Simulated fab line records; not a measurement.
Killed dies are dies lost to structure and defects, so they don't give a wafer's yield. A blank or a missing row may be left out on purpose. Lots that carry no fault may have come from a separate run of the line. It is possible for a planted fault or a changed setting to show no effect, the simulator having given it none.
Split-lot study :: flow n5-finfet :: route with 1938 steps; 7 lots, 39 wafers read

== ABOUT THE SPLIT ==
At N5_BEOL_M5_CVD_47 (deposits Co from CCTBA/H2, target thk 3 nm, time 216 s), the setting target-thk-a was moved away from the recipe's 30 angstrom on 9 of the 39 wafers read, by -51.2% to +23.4%. The other wafers ran this setting at the recipe's value.

The reading comes from the split's own step.

== THE READING ==
Co_of_BEOL_M5_CVD_47.thk-nm (the simulator's own value, which no gauge read), in nm, at N5_BEOL_M5_CVD_47 (deposits Co from CCTBA/H2, target thk 3 nm, time 216 s). The file gives no usual value for it. Here, 30 wafers ran the recipe; their average is 3.0 nm with a standard deviation of 0.12 nm.

wafer: L080.1
tool, chamber at the split: cvd-co-01, 1
target-thk-a as run, angstrom: 30
against the recipe: recipe
Co_of_BEOL_M5_CVD_47.thk-nm, nm: 3.2
against lot-mates on the recipe: -

wafer: L080.2
tool, chamber at the split: cvd-co-01, 2
target-thk-a as run, angstrom: 30
against the recipe: recipe
Co_of_BEOL_M5_CVD_47.thk-nm, nm: 2.8
against lot-mates on the recipe: -

wafer: L080.4
tool, chamber at the split: cvd-co-01, 2
target-thk-a as run, angstrom: 30
against the recipe: recipe
Co_of_BEOL_M5_CVD_47.thk-nm, nm: 2.8
against lot-mates on the recipe: -

wafer: L080.3
tool, chamber at the split: cvd-co-01, 0,0,1
target-thk-a as run, angstrom: 30
against the recipe: recipe
Co_of_BEOL_M5_CVD_47.thk-nm, nm: 3
against lot-mates on the recipe: -

wafer: L080.5
tool, chamber at the split: cvd-co-01, 0,0,1
target-thk-a as run, angstrom: 30
against the recipe: recipe
Co_of_BEOL_M5_CVD_47.thk-nm, nm: 3
against lot-mates on the recipe: -

wafer: L080.6
tool, chamber at the split: cvd-co-01, 0,0,1
target-thk-a as run, angstrom: 30
against the recipe: recipe
Co_of_BEOL_M5_CVD_47.thk-nm, nm: 3
against lot-mates on the recipe: -

wafer: L081.1
tool, chamber at the split: cvd-co-02, 2,1
target-thk-a as run, angstrom: 30
against the recipe: recipe
Co_of_BEOL_M5_CVD_47.thk-nm, nm: 3
against lot-mates on the recipe: -

wafer: L081.2
tool, chamber at the split: cvd-co-02, 2,1
target-thk-a as run, angstrom: 30
against the recipe: recipe
Co_of_BEOL_M5_CVD_47.thk-nm, nm: 3
against lot-mates on the recipe: -

wafer: L081.5
tool, chamber at the split: cvd-co-02, 2
target-thk-a as run, angstrom: 30
against the recipe: recipe
Co_of_BEOL_M5_CVD_47.thk-nm, nm: 3.2
against lot-mates on the recipe: -

wafer: L084.1
tool, chamber at the split: cvd-co-02, 1,0,2,1
target-thk-a as run, angstrom: 30
against the recipe: recipe
Co_of_BEOL_M5_CVD_47.thk-nm, nm: 3
against lot-mates on the recipe: -

wafer: L084.4
tool, chamber at the split: cvd-co-02, 1,0,2,1
target-thk-a as run, angstrom: 30
against the recipe: recipe
Co_of_BEOL_M5_CVD_47.thk-nm, nm: 3
against lot-mates on the recipe: -

wafer: L084.5
tool, chamber at the split: cvd-co-02, 1,0,2,1
target-thk-a as run, angstrom: 30
against the recipe: recipe
Co_of_BEOL_M5_CVD_47.thk-nm, nm: 3
against lot-mates on the recipe: -

wafer: L084.6
tool, chamber at the split: cvd-co-02, 1,0,2,1
target-thk-a as run, angstrom: 30
against the recipe: recipe
Co_of_BEOL_M5_CVD_47.thk-nm, nm: 3
against lot-mates on the recipe: -

wafer: L084.2
tool, chamber at the split: cvd-co-02, 0,2
target-thk-a as run, angstrom: 30
against the recipe: recipe
Co_of_BEOL_M5_CVD_47.thk-nm, nm: 3.2
against lot-mates on the recipe: -

wafer: L084.3
tool, chamber at the split: cvd-co-02, 0,2
target-thk-a as run, angstrom: 30
against the recipe: recipe
Co_of_BEOL_M5_CVD_47.thk-nm, nm: 3.2
against lot-mates on the recipe: -

wafer: L085.1
tool, chamber at the split: cvd-co-02, 0,2,0,2,1
target-thk-a as run, angstrom: 30
against the recipe: recipe
Co_of_BEOL_M5_CVD_47.thk-nm, nm: 3
against lot-mates on the recipe: -

wafer: L085.2
tool, chamber at the split: cvd-co-02, 0,2,0,2,1
target-thk-a as run, angstrom: 30
against the recipe: recipe
Co_of_BEOL_M5_CVD_47.thk-nm, nm: 3
against lot-mates on the recipe: -

wafer: L085.4
tool, chamber at the split: cvd-co-02, 0,2,0,2,1
target-thk-a as run, angstrom: 30
against the recipe: recipe
Co_of_BEOL_M5_CVD_47.thk-nm, nm: 3
against lot-mates on the recipe: -

wafer: L085.5
tool, chamber at the split: cvd-co-02, 0,2,0,2,1
target-thk-a as run, angstrom: 30
against the recipe: recipe
Co_of_BEOL_M5_CVD_47.thk-nm, nm: 3
against lot-mates on the recipe: -

wafer: L085.6
tool, chamber at the split: cvd-co-02, 0,2,0,2,1
target-thk-a as run, angstrom: 30
against the recipe: recipe
Co_of_BEOL_M5_CVD_47.thk-nm, nm: 3
against lot-mates on the recipe: -

wafer: L085.3
tool, chamber at the split: cvd-co-02, 1
target-thk-a as run, angstrom: 30
against the recipe: recipe
Co_of_BEOL_M5_CVD_47.thk-nm, nm: 2.8
against lot-mates on the recipe: -

wafer: L091.1
tool, chamber at the split: cvd-co-02, 0,1,1
target-thk-a as run, angstrom: 37.01
against the recipe: +23.4%
Co_of_BEOL_M5_CVD_47.thk-nm, nm: 3.8
against lot-mates on the recipe: +0.7

wafer: L091.2
tool, chamber at the split: cvd-co-02, 0,1,1
target-thk-a as run, angstrom: 37.01
against the recipe: +23.4%
Co_of_BEOL_M5_CVD_47.thk-nm, nm: 3.8
against lot-mates on the recipe: +0.7

wafer: L091.4
tool, chamber at the split: cvd-co-02, 0,1,1
target-thk-a as run, angstrom: 37.01
against the recipe: +23.4%
Co_of_BEOL_M5_CVD_47.thk-nm, nm: 3.8
against lot-mates on the recipe: +0.7

wafer: L091.3
tool, chamber at the split: cvd-co-02, 2,0
target-thk-a as run, angstrom: 30
against the recipe: recipe
Co_of_BEOL_M5_CVD_47.thk-nm, nm: 3
against lot-mates on the recipe: -

wafer: L091.5
tool, chamber at the split: cvd-co-02, 2,0
target-thk-a as run, angstrom: 30
against the recipe: recipe
Co_of_BEOL_M5_CVD_47.thk-nm, nm: 3
against lot-mates on the recipe: -

wafer: L091.6
tool, chamber at the split: cvd-co-02, 2
target-thk-a as run, angstrom: 30
against the recipe: recipe
Co_of_BEOL_M5_CVD_47.thk-nm, nm: 3.2
against lot-mates on the recipe: -

wafer: L092.1
tool, chamber at the split: cvd-co-01, 2
target-thk-a as run, angstrom: 30
against the recipe: recipe
Co_of_BEOL_M5_CVD_47.thk-nm, nm: 2.8
against lot-mates on the recipe: -

wafer: L092.2
tool, chamber at the split: cvd-co-01, 0
target-thk-a as run, angstrom: 14.64
against the recipe: -51.2%
Co_of_BEOL_M5_CVD_47.thk-nm, nm: 1.6
against lot-mates on the recipe: -1.3

wafer: L092.4
tool, chamber at the split: cvd-co-01, 0
target-thk-a as run, angstrom: 14.64
against the recipe: -51.2%
Co_of_BEOL_M5_CVD_47.thk-nm, nm: 1.6
against lot-mates on the recipe: -1.3

wafer: L092.3
tool, chamber at the split: cvd-co-01, 1
target-thk-a as run, angstrom: 30
against the recipe: recipe
Co_of_BEOL_M5_CVD_47.thk-nm, nm: 3
against lot-mates on the recipe: -

wafer: L092.6
tool, chamber at the split: cvd-co-01, 1
target-thk-a as run, angstrom: 30
against the recipe: recipe
Co_of_BEOL_M5_CVD_47.thk-nm, nm: 3
against lot-mates on the recipe: -

wafer: L092.5
tool, chamber at the split: cvd-co-01, 2
target-thk-a as run, angstrom: 14.64
against the recipe: -51.2%
Co_of_BEOL_M5_CVD_47.thk-nm, nm: 1.4
against lot-mates on the recipe: -1.5

wafer: L097.1
tool, chamber at the split: cvd-co-01, 2,1,2
target-thk-a as run, angstrom: 19.78
against the recipe: -34.1%
Co_of_BEOL_M5_CVD_47.thk-nm, nm: 2
against lot-mates on the recipe: -0.9

wafer: L097.4
tool, chamber at the split: cvd-co-01, 2,1,2
target-thk-a as run, angstrom: 19.78
against the recipe: -34.1%
Co_of_BEOL_M5_CVD_47.thk-nm, nm: 2
against lot-mates on the recipe: -0.9

wafer: L097.6
tool, chamber at the split: cvd-co-01, 2,1,2
target-thk-a as run, angstrom: 19.78
against the recipe: -34.1%
Co_of_BEOL_M5_CVD_47.thk-nm, nm: 2
against lot-mates on the recipe: -0.9

wafer: L097.2
tool, chamber at the split: cvd-co-01, 0
target-thk-a as run, angstrom: 30
against the recipe: recipe
Co_of_BEOL_M5_CVD_47.thk-nm, nm: 3
against lot-mates on the recipe: -

wafer: L097.3
tool, chamber at the split: cvd-co-01, 1,0
target-thk-a as run, angstrom: 30
against the recipe: recipe
Co_of_BEOL_M5_CVD_47.thk-nm, nm: 2.8
against lot-mates on the recipe: -

wafer: L097.5
tool, chamber at the split: cvd-co-01, 1,0
target-thk-a as run, angstrom: 30
against the recipe: recipe
Co_of_BEOL_M5_CVD_47.thk-nm, nm: 2.8
against lot-mates on the recipe: -
Where a row lists several chambers, the file gives one row for several wafers and doesn't say which wafer went through which chamber.

THE FIT
A straight line over all 39 wafers: Co_of_BEOL_M5_CVD_47.thk-nm changes by +0.0297 nm for each +1% of target-thk-a; r = +0.98; the points scatter about the line by 0.12 nm.
The same after taking each lot's own level away (the mean of its wafers on the recipe; 39 wafers): +0.0275 nm for each +1%; r = +0.98; scatter 0.1 nm.
The reading moves by 1.4 nm for the largest change in target-thk-a, on that fit.
From 2.87 to 3.07 nm: that is the span of the lots' own levels, equal to 1.7 times the standard deviation above.
The two slopes agree, so the slope changes little with the lot-to-lot level.
Check: with one of the wafers moved furthest among these (-51.2%) left out of the fit, the line predicts -1.41 nm for it against its lot-mates. It came out at -1.33 nm against them.

== OTHER SPLITS ON THESE WAFERS ==
Other splits were also applied to these wafers ahead of the reading. Each is held against what the fit with the lots' levels taken away leaves over:
other split on the same wafers: N5_DUMMY_GATE_ETCH_44 target-depth-a
wafers away from the commonest value: 12
r with Co_of_BEOL_M5_CVD_47.thk-nm (lot level and that fit taken away): +0.01

other split on the same wafers: N5_SD_EPI_N_EPI_21 epi-growth-time-s
wafers away from the commonest value: 12
r with Co_of_BEOL_M5_CVD_47.thk-nm (lot level and that fit taken away): +0.07

other split on the same wafers: N5_MOL_CONTACT_COAG_ALD_123 ald-cycles
wafers away from the commonest value: 9
r with Co_of_BEOL_M5_CVD_47.thk-nm (lot level and that fit taken away): +0.22

other split on the same wafers: N5_MOL_CONTACT_COAG_VIA_ETCH_46 target-depth-a
wafers away from the commonest value: 15
r with Co_of_BEOL_M5_CVD_47.thk-nm (lot level and that fit taken away): -0.28

other split on the same wafers: N5_BEOL_M4_ETCH_70 time-s
wafers away from the commonest value: 12
r with Co_of_BEOL_M5_CVD_47.thk-nm (lot level and that fit taken away): +0.00

== FILE'S OWN FIT ==
Co_of_BEOL_M5_CVD_47.thk-nm changes by +0.0273 nm for each +1% of target-thk-a, r = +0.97.
